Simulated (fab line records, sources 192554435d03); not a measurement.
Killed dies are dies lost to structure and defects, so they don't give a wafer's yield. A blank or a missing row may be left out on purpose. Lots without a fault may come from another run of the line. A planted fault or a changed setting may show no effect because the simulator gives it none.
Problem report in the 8D (eight disciplines) form, filled by code | flow n5_finfet | the parts of the form that need people (team, actions taken, sign-off) are left out

1. THE PROBLEM
M11_ILD_THK at N5_BEOL_M11_THK_MEAS_01 reads a mean of 192 nm on 2 wafers of 2 lots; wafers without a fault read 267 nm with a standard deviation of 3.6. That is -21 standard deviations from the usual mean.
First seen on wafer L471.2, day 12 00:53, on film_metro-01. The record holds 31 wafers of 11 lots with a number at this step. Rule for "out", or "out of limits": more than 4 standard deviations from the usual mean. The other wafers with a number count as sound.

2. WHAT IT IS AND WHAT IT IS NOT
question                    | is                | is not
which readings at this step | M11_ILD_THK       | -
which lots                  | L471, L472        | L466, L467, L470, L481, L482, L483, L486, L488, L489
which wafers of those lots  | L471.2, L472.2    | L471.3, L471.4, L472.4
read on which gauges        | film_metro-01     | film_metro-02
when                        | from day 12 00:53 | up to then (7 sound wafers); but 22 sound wafers of L470, L472, L481, L482, L483, L486, L488, L489 came after

3. SUSPECTS, AND WHAT RULES EACH OUT
Counting: a tool at a process step up to the reading stays a suspect if it ran every lot that is out. Sound lots after the first of them don't rule it out here, since some wafers of a struck lot are sound.
- the gauge at N5_BEOL_M11_THK_MEAS_01: ruled out. All the wafers that are out were read on film_metro-01, but those of them that N5_BEOL_M11_ILD_DEP_00 has rows for are out there too, on other tools.
- rie_diel-01 at N5_BEOL_M10_TRENCH_ETCH_37 (etches SiCOH lowk in C4F6/O2, target depth 148.83 nm, time 48 s): kept. It ran every lot that is out, first L471 (day 11 22:35); its last sound lot up to then is L466 (day 10 17:04). N5_BEOL_M10_TRENCH_ETCH_37 gives no start for some lots, so the hours and the order of its lots are those of N5_BEOL_M10_DEGAS_44.
- pecvd-04 at N5_BEOL_M11_ILD_DEP_00 (deposits SiCOH lowk from DEMS/porogen, target thk 308.51 nm, time 58 s): kept. It ran every lot that is out, first L471 (day 12 00:17); its last sound lot up to then is L466 (day 10 19:22). Its own readings are out on those wafers: run_length_s.
- Within pecvd-04 at N5_BEOL_M11_ILD_DEP_00: the wafers that are out ran in chamber 2; their sound lot-mates ran in chambers 0, 1.
Left after counting: rie_diel-01 at N5_BEOL_M10_TRENCH_ETCH_37, pecvd-04 at N5_BEOL_M11_ILD_DEP_00.

4. THE CAUSE (what the simulator had put in)
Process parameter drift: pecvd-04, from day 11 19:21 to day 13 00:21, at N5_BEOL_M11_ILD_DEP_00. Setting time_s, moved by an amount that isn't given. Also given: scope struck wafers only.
Counting left 2 suspects, and this tool is among them.

5. THE CHAIN OF EFFECTS, in route order
Each row: a reading whose mean over the struck wafers that have a number lies more than 3 standard deviations from the usual. Only readings for which the record gives a usual standard deviation are gone through. hours: the time from each lot's start at the first step in this table that gives one to its start at this step, as a median over the lots. sigmas: the change in usual standard deviations.
hours | step                    | reading      | usual   | on struck wafers | change | sigmas
0     | N5_BEOL_M11_ILD_DEP_00  | run_length_s | 100.9 s | 85.2             | -15.8  | -27
1     | N5_BEOL_M11_THK_MEAS_01 | M11_ILD_THK  | 267 nm  | 192              | -74    | -21
The process steps in it:
- N5_BEOL_M11_ILD_DEP_00: deposits SiCOH lowk from DEMS/porogen, target thk 308.51 nm, time 58 s.

6. WHAT WOULD HAVE CAUGHT IT SOONER
In this record the first reading out of limits at a measuring or inspecting step was taken at day 12 00:53, 6 hours after the fault began at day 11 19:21.
The tool's own readings at N5_BEOL_M11_ILD_DEP_00 were out on every struck wafer that the step has a row for (run_length_s): an alarm limit on them would have fired on the first of those.
Of the lots that are out (2), L472 began N5_BEOL_M11_ILD_DEP_00 on pecvd-04 after day 12 00:53. A hold on the tool at that time would have spared it.
